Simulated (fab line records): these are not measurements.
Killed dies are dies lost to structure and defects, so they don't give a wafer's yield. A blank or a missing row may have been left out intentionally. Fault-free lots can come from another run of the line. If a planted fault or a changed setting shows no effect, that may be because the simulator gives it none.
fab line records + flow n5-finfet
record
- lots=12
- wafers=36
- last-day=17
route steps=1938 shown ZERO_LAYER@13 PMOS_HMC_CHANNEL_EPI@62 PASSIVATION@1936
lots that met no fault: from a run of the same line without faults
start-h: hours from the record's opening day to when the first of the lot's shown wafers began + wait-h: hours elapsed since this lot's preceding step + " same as the row above + L1.1+2: a row that stands for several wafers + - either no value or no given start + * or withheld: withheld + < > ~ a bound
route shown NAME@n: names a module that has steps shown in the file, with the first one's number in the route + usual: the fault-free wafers' mean and standard deviation + same: alike in all rows + chamber/n: place in a boat + sites: the reading at each site + _std_site: the values' standard deviation + _edge_site: mean of outer sites minus mean of inner sites + radius-mm: for every site, how far away it sits from the centre of the wafer + mask NAME#n: copy n + behind: the tool/chamber that last shaped the wafer + hold: cause of the lot's hold/its duration in hours/its outcome + device: names the non-switching transistor (n, p or np) + end of line: the route-end tests of the same wafers + where a step has no rows: the recipe by itself + killed: dies lost to structure and defects at the first sort, not the wafer's yield + map: shows each die of a wafer: x if killed, . if not, _ if none is there
set.NAME: the setting as run; set.NAME@STEP: as run at that earlier step + model.NAME: the simulator's own value behind a step, which no gauge read
a sample of lots followed through the steps of the route, with each step as a table and each wafer as a row
services: when a tool's chamber went out of use (start-h, in hours from the record's first day, below 0 if earlier), for how many hours, and the reason
## steps
# step N5_ZERO_LAYER_CD_MEAS_11
# recipe
- target-cd-nm=2000
- landing-energy-ev=500
- detector=se-inlens
# usual
- cd-nm=2000.2/2
| lot.wafer | tool      | chamber | start-h | wait-h | cd-nm  |
|-----------|-----------|---------|---------|--------|--------|
| L606.1    | cd-sem-03 | 0       | 12.77   | -      | 2001.0 |
| L606.2    | "         | 0       | "       | "      | 2001.7 |
| L606.5    | "         | 0       | "       | "      | 2003.0 |
| L608.1    | cd-sem-01 | 0       | 24.77   | -      | 1998.1 |
| L608.2    | "         | 0       | "       | "      | 2001.9 |
| L608.4    | "         | 0       | "       | "      | 2000.9 |
| L611.1    | cd-sem-02 | 0       | 42.66   | -      | 1996.6 |
| L611.4    | "         | 0       | "       | "      | 1998.8 |
| L611.6    | "         | 0       | "       | "      | 1998.9 |
| L613.3    | cd-sem-03 | 0       | 54.77   | -      | 1999.0 |
| L613.4    | "         | 0       | "       | "      | 1996.4 |
| L613.5    | "         | 0       | "       | "      | 2001.7 |
| L614.1    | cd-sem-03 | 0       | 60.64   | -      | 2000.2 |
| L614.2    | "         | 0       | "       | "      | 1997.6 |
| L614.6    | "         | 0       | "       | "      | 1999.9 |
| L619.1    | cd-sem-03 | 0       | 90.64   | -      | 2001.3 |
| L619.5    | "         | 0       | "       | "      | 1999.7 |
| L619.6    | "         | 0       | "       | "      | 2001.3 |
| L620.1    | cd-sem-01 | 0       | 96.66   | -      | 1999.2 |
| L620.4    | "         | 0       | "       | "      | 2001.4 |
| L620.5    | "         | 0       | "       | "      | 2001.3 |
| L621.1    | cd-sem-01 | 0       | 102.79  | -      | 1999.3 |
| L621.3    | "         | 0       | "       | "      | 2000.7 |
| L621.4    | "         | 0       | "       | "      | 2000.7 |
| L626.1    | cd-sem-03 | 0       | 132.64  | -      | 2000.2 |
| L626.2    | "         | 0       | "       | "      | 2001.5 |
| L626.6    | "         | 0       | "       | "      | 1996.7 |
| L627.3    | cd-sem-02 | 0       | 138.95  | -      | 1999.8 |
| L627.5    | "         | 0       | "       | "      | 2001.3 |
| L627.6    | "         | 0       | "       | "      | 1998.5 |
| L628.1    | cd-sem-01 | 0       | 144.64  | -      | 2002.2 |
| L628.4    | "         | 0       | "       | "      | 1999.4 |
| L628.6    | "         | 0       | "       | "      | 2001.6 |
| L629.1    | cd-sem-02 | 0       | 150.64  | -      | 2000.8 |
| L629.2    | "         | 0       | "       | "      | 1999.7 |
| L629.3    | "         | 0       | "       | "      | 2000.4 |
# step N5_ZERO_LAYER_DESCUM_16
# recipe
- chemistry=O2
- time-s=7.9
- source-power-w=50
- bias-power-w=20
- pressure-mtorr=20
- rf-frequency-hz=2.712e+07
- temp-c=40
- o2-flow-sccm=225
# usual
- drypump-motor-current-A=5.54/0.25
- oes-product-au=0.78/0.083
- rf-vpp-V=243.5/1.2
- showerhead-plenum-p-Torr=2.12/0.069
- throttle-valve-pct=20.40/0.23
| lot.wafer | tool        | chamber | start-h | wait-h | drypump-motor-current-A | oes-product-au | rf-hours-counter-h | rf-vpp-V | showerhead-plenum-p-Torr | throttle-valve-pct |
|-----------|-------------|---------|---------|--------|-------------------------|----------------|--------------------|----------|--------------------------|--------------------|
| L606.1    | rie-diel-01 | 3       | 12.81   | 0.0    | 5.18                    | 0.96           | 4                  | 243.2    | 2.15                     | 20.60              |
| L606.2    | "           | 1       | "       | "      | 5.48                    | 0.73           | 203                | 245.6    | 2.18                     | 20.32              |
| L606.5    | "           | 0       | "       | "      | 5.43                    | 0.81           | -                  | 240.8    | 2.03                     | 20.51              |
| L608.1    | rie-diel-06 | 2       | 24.92   | 0.2    | 5.40                    | 0.76           | 138                | 243.9    | 2.19                     | 20.19              |
| L608.2    | "           | 3       | "       | "      | 5.87                    | 0.93           | 20                 | 245.2    | 2.24                     | 20.04              |
| L608.4    | "           | 1       | "       | "      | 5.31                    | 0.72           | 166                | 242.3    | 2.09                     | 20.51              |
| L611.1    | rie-diel-01 | 0       | 42.97   | 0.3    | 5.42                    | 0.79           | 112                | 241.2    | 2.03                     | 20.53              |
| L611.4    | "           | 2       | "       | "      | 5.76                    | 0.70           | 192                | 245.1    | 2.17                     | 20.81              |
| L611.6    | "           | 0       | "       | "      | 5.43                    | 0.79           | -                  | 241.6    | 2.03                     | 20.51              |
| L613.3    | rie-diel-02 | 1       | 55.23   | 0.5    | 5.64                    | 0.89           | 26                 | 242.4    | 2.04                     | 20.37              |
| L613.4    | "           | 3       | "       | "      | 5.35                    | 0.79           | 118                | 241.9    | 2.02                     | 20.42              |
| L613.5    | "           | 2       | "       | "      | 5.85                    | 0.90           | -                  | 243.2    | 2.14                     | 19.93              |
| L614.1    | rie-diel-02 | 2       | 60.72   | 0.1    | 5.84                    | 0.89           | 41                 | 243.3    | 2.14                     | 19.96              |
| L614.2    | "           | 1       | "       | "      | 5.65                    | 0.90           | 28                 | 242.2    | 2.04                     | 20.37              |
| L614.6    | "           | 0       | "       | "      | 5.12                    | 0.70           | -                  | 242.6    | 2.18                     | 20.58              |
| L619.1    | rie-diel-06 | 2       | 90.84   | 0.2    | 5.42                    | 0.75           | 157                | 243.8    | 2.18                     | 20.22              |
| L619.5    | "           | 0       | "       | "      | 5.81                    | 0.73           | -                  | 243.5    | 2.06                     | 20.52              |
| L619.6    | "           | 1       | "       | "      | 5.32                    | 0.70           | -                  | 242.3    | 2.08                     | 20.55              |
| L620.1    | rie-diel-06 | 2       | 96.70   | 0.0    | 5.44                    | 0.75           | 159                | 244.1    | 2.18                     | 20.23              |
| L620.4    | "           | 3       | "       | "      | 5.90                    | 0.88           | 41                 | 244.3    | 2.23                     | 20.06              |
| L620.5    | "           | 0       | "       | "      | 5.78                    | 0.72           | -                  | 240.8    | 2.06                     | 20.53              |
| L621.1    | rie-diel-01 | 3       | 102.83  | 0.0    | 5.16                    | 0.89           | 32                 | 244.4    | 2.14                     | 20.63              |
| L621.3    | "           | 1       | "       | "      | 5.47                    | 0.70           | 231                | 243.7    | 2.17                     | 20.36              |
| L621.4    | "           | 2       | "       | "      | 5.74                    | 0.70           | 211                | 244.0    | 2.16                     | 20.84              |
| L626.1    | rie-diel-06 | 1       | 132.68  | 0.0    | 5.31                    | 0.69           | 199                | 242.9    | 2.08                     | 20.56              |
| L626.2    | "           | 0       | "       | "      | 5.81                    | 0.71           | 212                | 245.0    | 2.06                     | 20.53              |
| L626.6    | "           | 1       | "       | "      | 5.32                    | 0.69           | -                  | 243.3    | 2.08                     | 20.55              |
| L627.3    | rie-diel-01 | 1       | 138.99  | 0.0    | 5.46                    | 0.70           | 240                | 245.0    | 2.16                     | 20.39              |
| L627.5    | "           | 1       | "       | "      | 5.47                    | 0.71           | -                  | 243.7    | 2.16                     | 20.39              |
| L627.6    | "           | 2       | "       | "      | 5.75                    | 0.69           | -                  | 244.9    | 2.15                     | 20.85              |
| L628.1    | rie-diel-02 | 3       | 145.04  | 0.4    | 5.32                    | 0.77           | 143                | 242.0    | 2.01                     | 20.44              |
| L628.4    | "           | 1       | "       | "      | 5.65                    | 0.84           | 51                 | 242.4    | 2.04                     | 20.42              |
| L628.6    | "           | 1       | "       | "      | 5.69                    | 0.85           | -                  | 243.6    | 2.04                     | 20.41              |
| L629.1    | rie-diel-06 | 1       | 150.68  | 0.0    | 5.31                    | 0.69           | 205                | 242.8    | 2.07                     | 20.58              |
| L629.2    | "           | 3       | "       | "      | 5.90                    | 0.87           | 59                 | 244.9    | 2.23                     | 20.07              |
| L629.3    | "           | 0       | "       | "      | 5.78                    | 0.71           | 218                | 242.7    | 2.06                     | 20.56              |
# step N5_PMOS_HMC_CHANNEL_EPI_EXPOSE_06
# recipe
- mask-id=PMOS_HMC_BLK
- na=1.35
- source-shape=conventional
- sigma-outer=0.8
- polarization=unpolarized
- target-cd-nm=240
- dose-mj=41
# usual
- exposure-dose-mJ-cm2=40.99/0.046
# same
- na=1.35
| lot.wafer | tool            | chamber | start-h | wait-h | mask           | exposure-dose-mJ-cm2 |
|-----------|-----------------|---------|---------|--------|----------------|----------------------|
| L606.1    | arfi-scanner-03 | 0       | 17.86   | -      | PMOS_HMC_BLK#0 | 40.99                |
| L606.2    | "               | 0       | "       | "      | PMOS_HMC_BLK#0 | 40.95                |
| L606.5    | "               | 0       | "       | "      | PMOS_HMC_BLK#0 | 40.98                |
| L608.1    | arfi-scanner-03 | 0       | 28.96   | -      | PMOS_HMC_BLK#0 | 41.57                |
| L608.2    | "               | 0       | "       | "      | PMOS_HMC_BLK#0 | 41.65                |
| L608.4    | "               | 0       | "       | "      | PMOS_HMC_BLK#0 | 41.58                |
| L611.1    | arfi-scanner-03 | 0       | 47.54   | -      | PMOS_HMC_BLK#0 | 41.49                |
| L611.4    | "               | 0       | "       | "      | PMOS_HMC_BLK#0 | 41.48                |
| L611.6    | "               | 0       | "       | "      | PMOS_HMC_BLK#0 | 41.47                |
| L613.3    | arfi-scanner-03 | 0       | 59.69   | -      | PMOS_HMC_BLK#0 | 41.37                |
| L613.4    | "               | 0       | "       | "      | PMOS_HMC_BLK#0 | 41.40                |
| L613.5    | "               | 0       | "       | "      | PMOS_HMC_BLK#0 | 41.50                |
| L614.1    | arfi-scanner-02 | 0       | 67.11   | -      | PMOS_HMC_BLK#0 | 40.99                |
| L614.2    | "               | 0       | "       | "      | PMOS_HMC_BLK#0 | 41.06                |
| L614.6    | "               | 0       | "       | "      | PMOS_HMC_BLK#0 | 41.01                |
| L619.1    | arfi-scanner-01 | 0       | 95.12   | -      | PMOS_HMC_BLK#0 | 40.96                |
| L619.5    | "               | 0       | "       | "      | PMOS_HMC_BLK#0 | 40.95                |
| L619.6    | "               | 0       | "       | "      | PMOS_HMC_BLK#0 | 40.98                |
| L620.1    | arfi-scanner-02 | 0       | 102.58  | -      | PMOS_HMC_BLK#0 | 41.12                |
| L620.4    | "               | 0       | "       | "      | PMOS_HMC_BLK#0 | 41.03                |
| L620.5    | "               | 0       | "       | "      | PMOS_HMC_BLK#0 | 41.01                |
| L621.1    | arfi-scanner-02 | 0       | 107.93  | -      | PMOS_HMC_BLK#0 | 41.01                |
| L621.3    | "               | 0       | "       | "      | PMOS_HMC_BLK#0 | 41.06                |
| L621.4    | "               | 0       | "       | "      | PMOS_HMC_BLK#0 | 41.08                |
| L626.1    | arfi-scanner-01 | 0       | 137.23  | -      | PMOS_HMC_BLK#0 | 41.03                |
| L626.2    | "               | 0       | "       | "      | PMOS_HMC_BLK#0 | 40.94                |
| L626.6    | "               | 0       | "       | "      | PMOS_HMC_BLK#0 | 40.98                |
| L627.3    | arfi-scanner-01 | 0       | 144.14  | -      | PMOS_HMC_BLK#0 | 41.00                |
| L627.5    | "               | 0       | "       | "      | PMOS_HMC_BLK#0 | 40.97                |
| L627.6    | "               | 0       | "       | "      | PMOS_HMC_BLK#0 | 40.99                |
| L628.1    | arfi-scanner-01 | 0       | 148.99  | -      | PMOS_HMC_BLK#0 | 41.01                |
| L628.4    | "               | 0       | "       | "      | PMOS_HMC_BLK#0 | 40.96                |
| L628.6    | "               | 0       | "       | "      | PMOS_HMC_BLK#0 | 41.00                |
| L629.1    | arfi-scanner-01 | 0       | 155.31  | -      | PMOS_HMC_BLK#0 | 40.99                |
| L629.2    | "               | 0       | "       | "      | PMOS_HMC_BLK#0 | 41.05                |
| L629.3    | "               | 0       | "       | "      | PMOS_HMC_BLK#0 | 41.04                |
# step N5_PMOS_HMC_CHANNEL_EPI_HM_OPEN_15
# recipe
- chemistry=CHF3/O2
- target=SiO2
- mask-material=CAR-ArF-block
- target-depth-a=406
- CHF3_flow_sccm=50
- O2_flow_sccm=5
- Ar_flow_sccm=200
- time-s=20.3
- pressure-mtorr=30
- source-w=650
- bias-w=170
- ion-energy-ev=200
# usual
- drypump-motor-current-A=5.52/0.26
- oes-product-au=0.79/0.082
- rf-vpp-V=525/12
- showerhead-plenum-p-Torr=2.43/0.078
- throttle-valve-pct=18.84/0.26
| lot.wafer | tool        | chamber | start-h | wait-h | drypump-motor-current-A | oes-product-au | rf-hours-counter-h | rf-vpp-V | showerhead-plenum-p-Torr | throttle-valve-pct |
|-----------|-------------|---------|---------|--------|-------------------------|----------------|--------------------|----------|--------------------------|--------------------|
| L606.1    | rie-diel-01 | 1       | 18.22   | 0.0    | 5.44                    | 0.72           | 204                | 524      | 2.49                     | 18.74              |
| L606.2    | "           | 2       | "       | "      | 5.78                    | 0.71           | 183                | 535      | 2.51                     | 19.39              |
| L606.5    | "           | 0       | "       | "      | 5.42                    | 0.82           | -                  | 506      | 2.33                     | 18.88              |
| L608.1    | rie-diel-02 | 0       | 29.25   | 0.0    | 5.11                    | 0.72           | 190                | 537      | 2.49                     | 18.95              |
| L608.2    | "           | 2       | "       | "      | 5.84                    | 0.91           | 31                 | 544      | 2.45                     | 18.33              |
| L608.4    | "           | 1       | "       | "      | 5.67                    | 0.92           | 17                 | 532      | 2.35                     | 18.78              |
| L611.1    | rie-diel-06 | 1       | 47.83   | 0.0    | 5.29                    | 0.72           | 173                | 531      | 2.38                     | 18.88              |
| L611.4    | "           | 2       | "       | "      | 5.40                    | 0.76           | 145                | 505      | 2.50                     | 18.62              |
| L611.6    | "           | 1       | "       | "      | 5.32                    | 0.71           | -                  | 530      | 2.38                     | 18.88              |
| L613.3    | rie-diel-01 | 0       | 59.97   | 0.0    | 5.42                    | 0.80           | 118                | 505      | 2.32                     | 18.90              |
| L613.4    | "           | 1       | "       | "      | 5.48                    | 0.71           | 219                | 524      | 2.48                     | 18.76              |
| L613.5    | "           | 0       | "       | "      | 5.44                    | 0.79           | -                  | 504      | 2.32                     | 18.90              |
| L614.1    | rie-diel-02 | 0       | 67.40   | 0.0    | 5.09                    | 0.71           | 199                | 537      | 2.48                     | 18.95              |
| L614.2    | "           | 1       | "       | "      | 5.66                    | 0.90           | 28                 | 531      | 2.35                     | 18.78              |
| L614.6    | "           | 2       | "       | "      | 5.82                    | 0.89           | -                  | 542      | 2.44                     | 18.35              |
| L619.1    | rie-diel-02 | 0       | 95.41   | 0.0    | 5.11                    | 0.71           | 208                | 539      | 2.48                     | 18.98              |
| L619.5    | "           | 0       | "       | "      | 5.11                    | 0.70           | -                  | 537      | 2.48                     | 18.97              |
| L619.6    | "           | 1       | "       | "      | 5.68                    | 0.88           | -                  | 532      | 2.34                     | 18.80              |
| L620.1    | rie-diel-06 | 3       | 102.87  | 0.0    | 5.88                    | 0.89           | 43                 | 531      | 2.57                     | 18.59              |
| L620.4    | "           | 0       | "       | "      | 5.76                    | 0.71           | 202                | 515      | 2.41                     | 19.13              |
| L620.5    | "           | 1       | "       | "      | 5.31                    | 0.70           | -                  | 530      | 2.38                     | 18.92              |
| L621.1    | rie-diel-06 | 2       | 108.51  | 0.0    | 5.39                    | 0.74           | 163                | 504      | 2.49                     | 18.65              |
| L621.3    | "           | 3       | "       | "      | 5.91                    | 0.88           | 45                 | 530      | 2.57                     | 18.58              |
| L621.4    | "           | 0       | "       | "      | 5.78                    | 0.71           | 204                | 515      | 2.41                     | 19.16              |
| L626.1    | rie-diel-06 | 1       | 137.52  | 0.0    | 5.28                    | 0.70           | 201                | 531      | 2.37                     | 18.92              |
| L626.2    | "           | 3       | "       | "      | 5.89                    | 0.88           | 55                 | 529      | 2.57                     | 18.60              |
| L626.6    | "           | 1       | "       | "      | 5.32                    | 0.70           | -                  | 531      | 2.37                     | 18.93              |
| L627.3    | rie-diel-02 | 3       | 144.94  | 0.0    | 5.34                    | 0.77           | 143                | 518      | 2.31                     | 18.88              |
| L627.5    | "           | 1       | "       | "      | 5.67                    | 0.85           | -                  | 532      | 2.34                     | 18.80              |
| L627.6    | "           | 0       | "       | "      | 5.10                    | 0.69           | -                  | 536      | 2.48                     | 18.99              |
| L628.1    | rie-diel-02 | 1       | 149.28  | 0.0    | 5.66                    | 0.86           | 52                 | 529      | 2.34                     | 18.82              |
| L628.4    | "           | 3       | "       | "      | 5.34                    | 0.77           | 145                | 518      | 2.31                     | 18.88              |
| L628.6    | "           | 1       | "       | "      | 5.63                    | 0.86           | -                  | 531      | 2.34                     | 18.82              |
| L629.1    | rie-diel-01 | 0       | 155.60  | 0.0    | 5.44                    | 0.76           | 144                | 505      | 2.31                     | 18.95              |
| L629.2    | "           | 3       | "       | "      | 5.15                    | 0.85           | 46                 | 521      | 2.46                     | 19.16              |
| L629.3    | "           | 1       | "       | "      | 5.47                    | 0.69           | 245                | 524      | 2.47                     | 18.79              |
# step N5_PASSIVATION_PROBE_49
# usual
- killed_at_M0_to_M3=34/11
- killed_at_M4_up=14/5.7
- killed-at-contacts=14/6.9
- killed-at-front-end=40/11
- killed-at-other=4/3.1
- killed-dies=105/17
- killed-open=70/13
- killed-short=34/7.6
# same
- gross-dies=1180
- killed-at-back-side=0
| lot.wafer | tool      | chamber | start-h | wait-h | killed_at_M0_to_M3 | killed_at_M4_up | killed-at-contacts | killed-at-front-end | killed-at-other | killed-dies | killed-open | killed-short |
|-----------|-----------|---------|---------|--------|--------------------|-----------------|--------------------|---------------------|-----------------|-------------|-------------|--------------|
| L611.1    | prober-01 | -       | 310.99  | 0.0    | 19                 | 11              | 17                 | 16                  | 11              | 74          | 52          | 22           |
| L611.4    | prober-01 | -       | 311.14  | 0.2    | 36                 | 13              | 11                 | 36                  | 4               | 100         | 65          | 35           |
| L611.6    | prober-01 | -       | 311.24  | 0.3    | 36                 | 15              | 11                 | 26                  | 4               | 92          | 59          | 33           |
| L619.1    | prober-01 | -       | 348.40  | 0.2    | 30                 | 11              | 9                  | 31                  | 0               | 81          | 55          | 26           |
| L619.5    | prober-01 | -       | 348.60  | 0.4    | 52                 | 5               | 18                 | 37                  | 2               | 114         | 73          | 41           |
| L619.6    | prober-01 | -       | 348.65  | 0.5    | 25                 | 22              | 11                 | 19                  | 0               | 77          | 56          | 21           |
| L620.1    | prober-01 | -       | 369.38  | 0.0    | 33                 | 11              | 31                 | 45                  | 11              | 131         | 84          | 47           |
| L620.4    | prober-01 | -       | 369.53  | 0.2    | 48                 | 11              | 11                 | 55                  | 10              | 135         | 83          | 52           |
| L620.5    | prober-01 | -       | 369.58  | 0.2    | 34                 | 14              | 6                  | 50                  | 5               | 109         | 67          | 41           |
| L628.1    | prober-01 | -       | 413.92  | 0.0    | 27                 | 21              | 12                 | 42                  | 0               | 102         | 70          | 31           |
| L628.4    | prober-01 | -       | 414.07  | 0.2    | 37                 | 8               | 21                 | 38                  | 3               | 107         | 75          | 32           |
| L628.6    | prober-01 | -       | 414.17  | 0.3    | 44                 | 9               | 19                 | 14                  | 1               | 87          | 58          | 29           |
# killed by level:class
L611.1 MOL_CONTACT_COAG:geometric-particle:open=13 BEOL_M3:geometric-particle:open=10 MIM_BOT:geometric-particle:short=6 DUMMY_GATE:geometric-particle:open=4 MOL_CONTACT_COAG:geometric-particle:short=4 STARTING-WAFER:geometric-particle:short=4 BEOL_M0_SAQP:geometric-particle:open=3 BEOL_M2:geometric-particle:open=3
L611.4 BEOL_M0_SAQP:geometric-particle:short=12 BEOL_M3:geometric-particle:open=11 FIN_SAQP:geometric-particle:open=9 MOL_CONTACT_COAG:geometric-particle:open=9 BEOL_M0_SAQP:geometric-particle:open=5 BEOL_M4:geometric-particle:open=4 FIN_SAQP:geometric-particle:short=4 GATE_CUT:geometric-particle:short=4
L611.6 BEOL_M0_SAQP:geometric-particle:open=9 BEOL_M3:geometric-particle:open=9 BEOL_M0_SAQP:geometric-particle:short=7 BEOL_M4:geometric-particle:open=7 MOL_CONTACT_COAG:geometric-particle:open=6 GATE_CUT:geometric-particle:short=5 MOL_CONTACT_COAG:geometric-particle:short=5 BEOL_M2:geometric-particle:open=4
L619.1 STI_FIN_REVEAL:geometric-particle:open=12 BEOL_M3:geometric-particle:open=9 BEOL_M0_SAQP:geometric-particle:short=7 MOL_CONTACT_COAG:geometric-particle:open=6 BEOL_M0_SAQP:geometric-particle:open=4 BEOL_M0:geometric-particle:open=4 BEOL_M4:geometric-particle:open=4 STI_FIN_REVEAL:geometric-particle:short=3
L619.5 BEOL_M1:geometric-particle:open=16 BEOL_M0_SAQP:geometric-particle:short=14 MOL_CONTACT_COAG:geometric-particle:open=13 STI_FIN_REVEAL:geometric-particle:open=11 BEOL_M0_SAQP:geometric-particle:open=11 FIN_SAQP:geometric-particle:short=7 FIN_SAQP:geometric-particle:open=5 MOL_CONTACT_COAG:geometric-particle:short=5
L619.6 BEOL_M0_SAQP:geometric-particle:open=8 STI_FIN_REVEAL:geometric-particle:open=6 MOL_CONTACT_COAG:geometric-particle:open=6 BEOL_M5:geometric-particle:open=6 MOL_CONTACT_COAG:geometric-particle:short=5 BEOL_M0_SAQP:geometric-particle:short=5 BEOL_M4:geometric-particle:open=5 BEOL_M6:geometric-particle:open=5
L620.1 MOL_CONTACT_COAG:geometric-particle:short=16 MOL_CONTACT_COAG:geometric-particle:open=15 FIN_SAQP:geometric-particle:open=14 STI_FIN_REVEAL:geometric-particle:open=12 BEOL_M0_SAQP:geometric-particle:open=9 BEOL_M0_SAQP:geometric-particle:short=8 BEOL_M4:geometric-particle:open=7 PASS1_CAP:geometric-particle:short=6
L620.4 FIN_SAQP:geometric-particle:open=18 BEOL_M0_SAQP:geometric-particle:short=13 BEOL_M0_SAQP:geometric-particle:open=13 FIN_SAQP:geometric-particle:short=10 MOL_CONTACT_COAG:geometric-particle:open=8 STI_FIN_REVEAL:geometric-particle:open=6 BEOL_M3:geometric-particle:open=6 STARTING-WAFER:geometric-particle:short=6
L620.5 FIN_SAQP:geometric-particle:short=13 FIN_SAQP:geometric-particle:open=9 DUMMY_GATE:geometric-particle:open=9 STI_FIN_REVEAL:geometric-particle:open=8 BEOL_M0_SAQP:geometric-particle:short=7 BEOL_M2:geometric-particle:open=6 MOL_CONTACT_COAG:geometric-particle:open=6 BEOL_M0_SAQP:geometric-particle:open=5
L628.1 MOL_CONTACT_COAG:geometric-particle:open=11 STI_FIN_REVEAL:geometric-particle:open=10 GATE_CUT:geometric-particle:short=8 BEOL_M4:geometric-particle:open=6 BEOL_M0_SAQP:geometric-particle:open=6 FIN_SAQP:geometric-particle:open=5 BEOL_M0_SAQP:geometric-particle:short=5 BEOL_M4:geometric-particle:short=5
L628.4 MOL_CONTACT_COAG:geometric-particle:open=17 BEOL_M2:geometric-particle:open=10 STI_FIN_REVEAL:geometric-particle:open=7 BEOL_M0_SAQP:geometric-particle:short=7 FIN_SAQP:geometric-particle:open=6 BEOL_M0_SAQP:geometric-particle:open=6 BEOL_M1:geometric-particle:open=6 GATE_CUT:geometric-particle:short=5
L628.6 MOL_CONTACT_COAG:geometric-particle:open=13 BEOL_M2:geometric-particle:open=12 BEOL_M0_SAQP:geometric-particle:open=9 BEOL_M0_SAQP:geometric-particle:short=9 MOL_CONTACT_COAG:geometric-particle:short=6 BEOL_M4:geometric-particle:open=5 FIN_SAQP:geometric-particle:open=3 BEOL_M0:geometric-particle:open=3
## services
| tool            | chamber | start-h | hours | kind   |
|-----------------|---------|---------|-------|--------|
| rie-diel-02     | 1       | -10.04  | 2.5   | repair |
| arfi-scanner-01 | -       | -7.46   | 6.7   | repair |
| arfi-scanner-03 | -       | -7.05   | 0.2   | repair |
| rie-diel-06     | 1       | -6.83   | 2.6   | repair |
| rie-diel-02     | 3       | -4.96   | 8.8   | repair |
| rie-diel-02     | 2       | 5.15    | 1.3   | repair |
| arfi-scanner-01 | -       | 5.73    | 10.7  | repair |
| arfi-scanner-03 | -       | 31.90   | 1.0   | pm     |
| arfi-scanner-01 | -       | 36.57   | 1.3   | pm     |
| arfi-scanner-03 | -       | 52.55   | 0.8   | pm     |
| arfi-scanner-03 | -       | 78.87   | 1.0   | pm     |
| arfi-scanner-01 | -       | 79.49   | 1.0   | pm     |
| arfi-scanner-01 | -       | 81.32   | 1.0   | pm     |
| arfi-scanner-01 | -       | 83.15   | 0.2   | repair |
| arfi-scanner-03 | -       | 96.96   | 1.3   | pm     |
| arfi-scanner-03 | -       | 101.22  | 6.1   | repair |
| arfi-scanner-01 | -       | 102.31  | 17.3  | pm     |
| arfi-scanner-03 | -       | 112.14  | 2.0   | repair |
| arfi-scanner-01 | -       | 119.64  | 0.8   | pm     |
| arfi-scanner-03 | -       | 123.82  | 1.5   | pm     |
| rie-diel-06     | 2       | 125.43  | 12.1  | repair |
| arfi-scanner-03 | -       | 137.11  | 4.9   | pm     |
| rie-diel-02     | 3       | 142.67  | 1.8   | repair |
| arfi-scanner-03 | -       | 146.17  | 2.3   | repair |
## key
first-sign
- step=N5_PMOS_HMC_CHANNEL_EPI_EXPOSE_06
- reading=exposure-dose-mJ-cm2
- direction=up
- sigmas=11
- usual=40.99
- struck=41.50
effect none on later readings
met-at N5_PMOS_HMC_CHANNEL_EPI_EXPOSE_06
struck-lots L608,L611,L613
rows-end L608.1,L608.2,L608.4,L613.3,L613.4,L613.5
tester-left-out L611
loop-trim
- step=N5_PMOS_HMC_CHANNEL_EPI_EXPOSE_06
- setting=dose
- lots=L611,L613
not-acting-at N5_ZERO_LAYER_CD_MEAS_11,N5_ZERO_LAYER_DESCUM_16,N5_PMOS_HMC_CHANNEL_EPI_HM_OPEN_15
onset-between 17.86 28.96
fault
- kind=process-parameter-drift
- tool=arfi-scanner-03
- chamber=-
- onset-h=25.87
- steps=N5_PMOS_HMC_CHANNEL_EPI_EXPOSE_06
- channel=dose-mj
- offset=0.66039
- shape=step
- acts-in=these-recipes-only
- stated=41
# tester-left-out: of these lots the tester's yield and bins aren't shown, on N5 and GAA mostly nor the transistor test; their killed dies are dies lost to structure and defects alone, not to doping, threshold or leakage, so they don't give the yield
# rows-end: these wafers met a further fault down the route, and their rows from its step on are left out
# loop-trim: a control loop set the setting to another value than it would have without faults
